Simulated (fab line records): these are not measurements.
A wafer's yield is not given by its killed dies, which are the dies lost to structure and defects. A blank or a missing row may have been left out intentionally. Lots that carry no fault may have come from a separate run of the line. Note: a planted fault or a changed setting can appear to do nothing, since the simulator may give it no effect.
Which tool did it? -- flow n5 finfet -- 10 lots, 29 wafers sampled, at 5 steps of a route of 1938

## WHAT THE GAUGES READ, wafer by wafer
N5_BEOL_M2_RS_MEAS_58: measures by four-point-probe.
lot,measured,on,M2_RS (ohm/sq)
L684,day 7 09:04,film metro-01,0.644 0.686 0.676
L686,day 8 05:58,film metro-02,0.650 0.645 0.650
L687,day 8 07:16,film metro-01,0.694 0.665 0.666
L688,day 9 00:08,film metro-02,0.646 0.643 0.652
L690,day 9 09:17,film metro-02,0.709 0.731 0.728
L692,day 9 11:58,film metro-02,0.632 0.640 0.659
L693,day 9 17:34,film metro-01,0.692 0.672 0.671
L696,day 10 06:19,film metro-02,0.669 0.729 0.699
L697,day 10 09:37,film metro-02,0.755 0.718
L704,day 12 20:43,film metro-02,0.614 0.652 0.652

N5_BEOL_M2_INSPECT_59: inspects for defects (darkfield).
lot,measured,on,raw defect count
L684,day 7 09:05,defect inspect-01,56 44 66
L686,day 8 05:59,defect inspect-01,47 75 67
L687,day 8 07:17,defect inspect-02,126 93 67
L688,day 9 00:10,defect inspect-02,127 89 106
L690,day 9 09:19,defect inspect-01,55 56 78
L692,day 9 12:00,defect inspect-02,105 97 98
L693,day 9 17:35,defect inspect-01,31 83 75
L696,day 10 06:20,defect inspect-01,44 74 66
L697,day 10 09:39,defect inspect-02,80 68
L704,day 12 20:44,defect inspect-02,67 112 109

N5_BEOL_M4_RC_MEAS_101.
lot,measured,on,DIBL_N (mV/V),DIBL_P (mV/V),IOFF_N (nA/um),IOFF_P (nA/um),ION_N (uA/um),ION_P (uA/um),SS_N (mV/dec),SS_P (mV/dec),VT_N (mV),VT_P (mV)
L684,day 9 06:28,prober-01,35.5 38.7 37.8,32.1 36.9 35.6,0.117 0.175 0.158,0.181 0.263 0.238,667 674 680,459 463 465,71.3 72.3 72.1,73.0 73.6 74.2,259 249 251,-252.0 -247.5 -249.4
L686,day 10 06:00,prober-02,34.5 35.7 35.5,34.8 36.9 37.1,0.139 0.163 0.166,0.180 0.217 0.213,663 672 678,453 459 462,71.0 71.0 71.6,72.3 73.5 73.3,252 248 248,-248.9 -248.0 -248.4
L687,day 9 12:20,prober-01,36.2 36.3 35.1,35.6 34.6 34.0,0.170 0.162 0.144,0.205 0.180 0.169,681 673 677,461 455 454,72.0 71.7 71.5,73.3 73.7 73.6,244 249 250,-249.8 -252.2 -253.3
L688,day 10 05:55,prober-01,34.3 34.1 35.5,35.6 34.4 36.1,0.126 0.120 0.141,0.196 0.192 0.218,674 677 673,469 472 472,70.8 71.4 71.5,72.6 72.4 73.1,250 254 248,-251.6 -249.2 -245.6
L690,day 10 13:27,prober-02,37.7 38.0 36.7,35.4 35.8 34.6,0.175 0.183 0.151,0.232 0.243 0.211,686 683 681,474 466 470,71.6 71.3 70.9,74.0 73.6 73.6,249 248 250,-249.3 -246.3 -248.6
L692,day 11 01:58,prober-01,36.7 38.2 35.7,39.1 40.0 37.9,0.176 0.215 0.169,0.239 0.259 0.216,683 691 676,470 466 460,72.3 71.8 71.2,74.5 73.4 73.3,245 243 245,-248.6 -246.6 -248.6
L693,day 11 09:09,prober-01,36.8 36.9 35.2,37.6 37.7 36.0,0.161 0.157 0.137,0.204 0.212 0.183,683 670 667,463 457 458,71.3 71.6 71.2,72.9 73.1 73.0,250 253 253,-250.2 -247.6 -249.6
L696,day 11 17:19,prober-01,35.0 36.0 35.3,35.1 36.3 35.5,0.130 0.140 0.128,0.182 0.199 0.185,666 671 659,459 462 457,71.2 71.7 71.4,72.8 74.3 74.0,252 253 255,-256.3 -251.6 -253.3
L697,day 12 11:10,prober-01,36.8 38.7,32.7 35.2,0.114 0.155,0.179 0.214,657 676,461 465,70.9 71.2,72.2 73.6,254 250,-251.9 -249.4
L704,day 14 03:29,prober-02,35.8 34.8 35.5,35.7 34.3 35.9,0.152 0.131 0.142,0.211 0.188 0.224,673 672 673,468 465 467,71.3 71.2 71.6,73.6 73.3 73.2,252 251 252,-248.7 -250.2 -248.7

## WHAT TOOL EACH LOT RAN ON (gives the tool, then ch and the chambers of the sampled wafers, and finally the start)
lot,N5_BEOL_M2_CMP_52,N5_BEOL_M2_CO_CAP_55
L684,"cmp-04 ch 1,2,3, day 7 08:29","cvd co-01 ch 1,2, day 7 08:52"
L686,"cmp-04 ch 0,2,3, day 8 05:23","cvd co-02 ch 0,1,2, day 8 05:47"
L687,"cmp-04 ch 0,1,3, day 8 06:47","cvd co-01 ch 0,1,2, day 8 07:05"
L688,"cmp-01 ch 0,2,3, day 8 23:39","cvd co-02 ch 0,2, day 8 23:57"
L690,"cmp-02 ch 2,3, day 9 08:46","cvd co-02 ch 0,2, day 9 09:06"
L692,"cmp-01 ch 0,1,2, day 9 11:28","cvd co-01 ch 1,2, day 9 11:47"
L693,"cmp-04 ch 2,3, day 9 16:59","cvd co-01 ch 0,2, day 9 17:23"
L696,"cmp-04 ch 1,2,3, day 10 05:46","cvd co-01 ch 1,2, day 10 06:08"
L697,"cmp-02 ch 0,2, day 10 09:11","cvd co-01 ch 0,2, day 10 09:26"
L704,"cmp-04 ch 1,2, day 12 20:12","cvd co-02 ch 0,1, day 12 20:32"
- N5_BEOL_M2_CMP_52: polishes, stops on SiOC, t overpolish 6.8 s, target thk 40 nm.
- N5_BEOL_M2_CO_CAP_55: material Co, precursor CCTBA/H2, target thk 2 nm, time 102.1 s.

## AS READ BY THE TOOLS THEMSELVES (means over the sampled wafers that have a number; for cases with no such wafer, the mark the record gives instead)
N5_BEOL_M2_CMP_52.
lot,tool,barrier field endpoint s (s),motor current A (A),overpolish run s (s),time to endpoint s (s)
L684,cmp-04,24.7,5.8,6.816,62
L686,cmp-04,25.2,6.1,6.804,70
L687,cmp-04,24.6,6.5,6.800,64
L688,cmp-01,24.8,5.9,6.807,64
L690,cmp-02,23.9,6.3,6.799,58
L692,cmp-01,24.6,6.2,6.800,65
L693,cmp-04,23.7,6.1,6.796,59
L696,cmp-04,24.4,5.8,6.798,61
L697,cmp-02,24.2,5.8,6.804,61
L704,cmp-04,25.2,5.6,6.792,63

N5_BEOL_M2_CO_CAP_55.
lot,tool,heater power w (W),run length s (s)
L684,cvd co-01,219,124.6
L686,cvd co-02,238,125.5
L687,cvd co-01,229,125.3
L688,cvd co-02,226,125.6
L690,cvd co-02,238,125.4
L692,cvd co-01,215,125.0
L693,cvd co-01,217,124.8
L696,cvd co-01,233,113.2
L697,cvd co-01,218,107.3
L704,cvd co-02,239,125.8

## THE ANSWER, worked out from the rows above alone
Rule: the usual values come from the lots themselves. The widest of any qualifying gaps counts: lots, ordered by their means at a reading, are off when they make up no more than a third of the lots, leave a main group of 4 or more, and stand apart from it by 3 or more times the standard deviation of that group's means. A main group whose means are all the same, to the digits that the tables above print for the reading, isn't used. A lot without any number at a reading at which 4 lots or more have one is off too. Any other lot the step has rows for is counted as sound. Order of review: gauges by route order, followed by the tools' own readings, for which a lot's mean as printed above is used. The first step at which some lot is off is used, and at that step the reading that is off furthest; a lot without a number counts as furthest.
Off at N5_BEOL_M2_CO_CAP_55 (run length s): L696, L697. Mean 125.2 s and standard deviation 0.39 in the main group.
A tool fits if, at that step or a process step before it, it ran every lot that is off, and no sound lot after the first of them. One fits: cvd co-01 at N5_BEOL_M2_CO_CAP_55. Its last sound lot is L693 (day 9 17:23), its first lot that is off L696 (day 10 06:08): a fault that began between those two fits.
The tool's own readings at N5_BEOL_M2_CO_CAP_55 bear it out: on the lots that are off they differ by more than 5 times the standard deviation of the sound lots' means. run length s reads 110.2 s there against 125.2 s on the sound lots.

## WHAT THE SIMULATOR HAD PUT IN
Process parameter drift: cvd co-01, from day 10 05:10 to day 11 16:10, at N5_BEOL_M2_CO_CAP_55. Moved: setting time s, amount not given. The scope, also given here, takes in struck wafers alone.
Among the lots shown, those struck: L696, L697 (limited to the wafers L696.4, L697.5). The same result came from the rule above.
